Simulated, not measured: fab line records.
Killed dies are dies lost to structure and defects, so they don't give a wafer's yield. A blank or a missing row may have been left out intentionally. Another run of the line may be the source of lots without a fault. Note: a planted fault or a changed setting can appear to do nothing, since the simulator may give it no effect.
Which tool is to blame? + flow n5_finfet + 9 lots, 26 wafers sampled, at 3 steps of a route of 1938

## WHAT EACH GAUGE READ, for each wafer
N5_FIN_CUT_INSPECT_17: inspects for defects (brightfield).
| lot  | measured    | on                | raw_defect_count |
|------|-------------|-------------------|------------------|
| L292 | day 2 17:15 | defect_inspect-01 | 205 179 154      |
| L294 | day 3 07:05 | defect_inspect-01 | 324 361          |
| L296 | day 3 20:52 | defect_inspect-02 | 186 164 232      |
| L297 | day 4 03:28 | defect_inspect-02 | 255 306 179      |
| L298 | day 4 05:56 | defect_inspect-01 | 202 227 241      |
| L302 | day 5 03:07 | defect_inspect-01 | 190 165 219      |
| L308 | day 6 16:24 | defect_inspect-02 | 701 740 653      |
| L309 | day 7 00:59 | defect_inspect-02 | 680 634 664      |
| L312 | day 8 06:25 | defect_inspect-01 | 135 145 136      |

## EACH LOT AND THE TOOL THAT RAN IT (in order: tool; ch and the chambers of the sampled wafers; start)
| lot  | N5_FIN_CUT_CUT_ETCH_15          | N5_FIN_CUT_CUT_ETCH_28          |
|------|---------------------------------|---------------------------------|
| L292 | rie_si-01 ch 1,3, day 2 16:54   | rie_si-01 ch 1,3, day 2 16:57   |
| L294 | rie_si-01 ch 0,1, day 3 06:48   | rie_si-01 ch 0,1, day 3 06:51   |
| L296 | rie_si-03 ch 0,2,3, day 3 20:35 | rie_si-03 ch 0,2,3, day 3 20:38 |
| L297 | rie_si-05 ch 0,1, day 4 03:06   | rie_si-05 ch 0,1, day 4 03:09   |
| L298 | rie_si-05 ch 0,2, day 4 05:32   | rie_si-05 ch 0,2, day 4 05:35   |
| L302 | rie_si-05 ch 0,1,3, day 5 02:50 | rie_si-05 ch 0,1,3, day 5 02:53 |
| L308 | rie_si-05 ch 0,1,3, day 6 16:07 | rie_si-05 ch 0,1,3, day 6 16:10 |
| L309 | rie_si-05 ch 1,2,3, day 7 00:43 | rie_si-05 ch 1,2,3, day 7 00:46 |
| L312 | rie_si-03 ch 0,1,3, day 8 06:08 | rie_si-03 ch 0,1,3, day 8 06:11 |
- N5_FIN_CUT_CUT_ETCH_15: etches Si in HBr/Cl2/O2, target depth 100 nm, bt time 10 s, time 42.4 s.
- N5_FIN_CUT_CUT_ETCH_28: etches Si in HBr/Cl2/O2, target depth 6 nm, time 2.4 s.

## THE ANSWER, worked out from the rows above alone
Rule: the usual values come from the lots themselves. Put in order of their means at a reading, lots are off if they are a third of the lots or fewer, leave a main group of 4 or more, and stand apart from it by a gap of 3 or more times the standard deviation of the main group's means; of several such gaps the widest counts. The tables above print the reading to a certain number of digits; a main group whose means all agree to those digits is not used. A lot without any number at a reading at which 4 lots or more have one is off too. Where the step has rows for the other lots, those lots are counted as sound.
Off at N5_FIN_CUT_INSPECT_17 (raw_defect_count): L308, L309. Main group: mean 217, sd 60.
If a tool, at a process step before that reading, ran all the lots that are off and no sound lot after the first of them, it fits. The gauges at N5_FIN_CUT_INSPECT_17 are tried like those tools. Undecided on this evidence; 2 tools fit (rie_si-05 at N5_FIN_CUT_CUT_ETCH_15 and N5_FIN_CUT_CUT_ETCH_28, defect_inspect-02 at N5_FIN_CUT_INSPECT_17).

## WHAT THE SIMULATOR HAD PUT IN
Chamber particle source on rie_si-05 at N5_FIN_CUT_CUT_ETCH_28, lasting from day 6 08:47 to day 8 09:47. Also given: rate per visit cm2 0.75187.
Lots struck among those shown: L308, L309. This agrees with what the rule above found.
